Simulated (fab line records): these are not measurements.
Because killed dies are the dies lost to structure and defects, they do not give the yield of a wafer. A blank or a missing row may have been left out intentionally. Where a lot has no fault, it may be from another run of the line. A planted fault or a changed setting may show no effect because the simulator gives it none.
A lot that was struck, set against a sound lot || flow nand_harc || 15 out of 1302 route steps
Sound: these wafers, L912.1, L912.2, L912.3. Wafers L919.1, L919.2, L919.4 were the ones struck. At the end, the cause is stated.
Per side, at each step with rows, come the tool, then ch with its chambers, and then its first start. Under that, the readings that differ: sound wafers || struck wafers || difference of the means || sigmas: that difference in standard deviations of wafers without a fault.
alike: a reading whose means differ by less than 2 such deviations, as well as words and numbers matching on both sides. not compared: withheld readings; readings where some wafer has no value; bounds like >300 that might hide an equal value; numbers whose values overlap and for which the record gives no deviation.
A row with sigmas, a row that says differs or no value, or rows on one side alone: a step with any of these is where the two part. Non-overlapping numbers with no deviation appear without sigmas and do not part them. A reading missing from all wafers of one side parts the sides only when that side holds two or more wafers.

NHARC_A_CONTACT_ETCH_138: etches the open film in C4F8/O2/Ar, time 311 s, target depth 1914 nm.
  sound on har_cap_etch-03 ch 0,1, day 24 03:02; struck on har_cap_etch-02 ch 0,1, day 26 05:11
  not compared: rf_hours_counter_h
NHARC_A_CONTACT_ETCH_139: etches the open film in C4F8/O2/Ar, time 195 s, target depth 840 nm.
  sound on har_cap_etch-03 ch 0,1, day 24 03:18; struck on har_cap_etch-02 ch 0,1, day 26 05:28
  not compared: rf_hours_counter_h
NHARC_A_CONTACT_ETCH_92: etches the open film in CH3F/O2, target depth 40 nm, time 85.7 s.
  sound on rie_diel-05 ch 0,2,3, day 24 03:52; struck on rie_diel-05 ch 0,1,2, day 26 06:01
{"reading": "rf_hours_counter_h (h)", "sound": "18 25 26", "struck": "35 30 35", "difference": "+10", "sigmas": ""}
  alike: drypump_motor_current_A, oes_product_au, rf_vpp_V, showerhead_plenum_p_Torr, throttle_valve_pct
then, 1 step without rows for these wafers: NHARC_A_CONTACT_ETCH_98 (etches the open film in C4F6/O2, target depth 20 nm, time 10 s).
NHARC_A_CONTACT_CD_MEAS_15:
  struck on cd_sem-02, day 26 06:14; sound on cd_sem-02, day 24 04:05
  alike: cd_nm
then, 4 steps without rows for these wafers: NHARC_A_CONTACT_STRIP_107 (strips in N2/H2); NHARC_A_CONTACT_STRIP_108 (strips in CF4/CHF3); NHARC_A_CONTACT_STRIP_109 (strips in O2/COS); NHARC_A_CONTACT_ETCH_110 (etches the open film in CF4/O2, target depth 60 nm, overetch 6 nm, time 33 s).
NHARC_A_CONTACT_STRIP_26: strips in O2.
  sound on rie_diel-10 ch 1,2,3; struck on rie_diel-03 ch 0,2,3
  alike: drypump_motor_current_A, oes_product_au, rf_vpp_V, showerhead_plenum_p_Torr, throttle_valve_pct
  not compared: rf_hours_counter_h
then, 1 step without rows for these wafers: NHARC_A_CONTACT_STRIP_27 (strips in post etch residue remover, time 600 s).
NHARC_A_CONTACT_ALD_18: deposits TiN, target thk 3 nm, pulse time 1 s, ald cycles 150.
  sound on ald_metal-01 ch 0,2, day 24 05:01; struck on ald_metal-04 ch 0,2,3, day 26 07:47
  alike: heater_power_w, precursor_pulse_height_rel, susceptor_temp_C
  not compared: since_wet_clean_h
NHARC_A_CONTACT_CVD_19: deposits W, target thk 300 nm, time 802 s.
  sound on cvd_w-02 ch 0,1, day 24 05:23; struck on cvd_w-01 ch 0,1, day 26 08:59
{"reading": "susceptor_temp_C (C)", "sound": "- - -", "struck": "299.98 300.12 300.10", "difference": "no value on the sound wafers", "sigmas": ""}
  alike: heater_power_w, throttle_valve_pct
  not compared: since_wet_clean_h
NHARC_A_CONTACT_CMP_20: polishes, t overpolish 30 s, target thk 300 nm.
  sound on cmp-03 ch 1,2,3, day 24 06:16; struck on cmp-02 ch 0,1,2, day 26 09:59
{"reading": "pad_life_wafers", "sound": "3 2 0", "struck": "347 346 348", "difference": "+345", "sigmas": "+3"}
{"reading": "time_to_endpoint_s (s)", "sound": "55 61 63", "struck": "128 113 113", "difference": "+58", "sigmas": "+17"}
  alike: motor_current_A, overpolish_run_s, retaining_ring_pressure_frac
following that, these wafers have no rows for 1 step: NHARC_END_SORT_01.

== WHERE THEY PART ==
First at NHARC_A_CONTACT_CVD_19; last, within this record, at NHARC_A_CONTACT_CMP_20.

WHY: what had been put in by the simulator
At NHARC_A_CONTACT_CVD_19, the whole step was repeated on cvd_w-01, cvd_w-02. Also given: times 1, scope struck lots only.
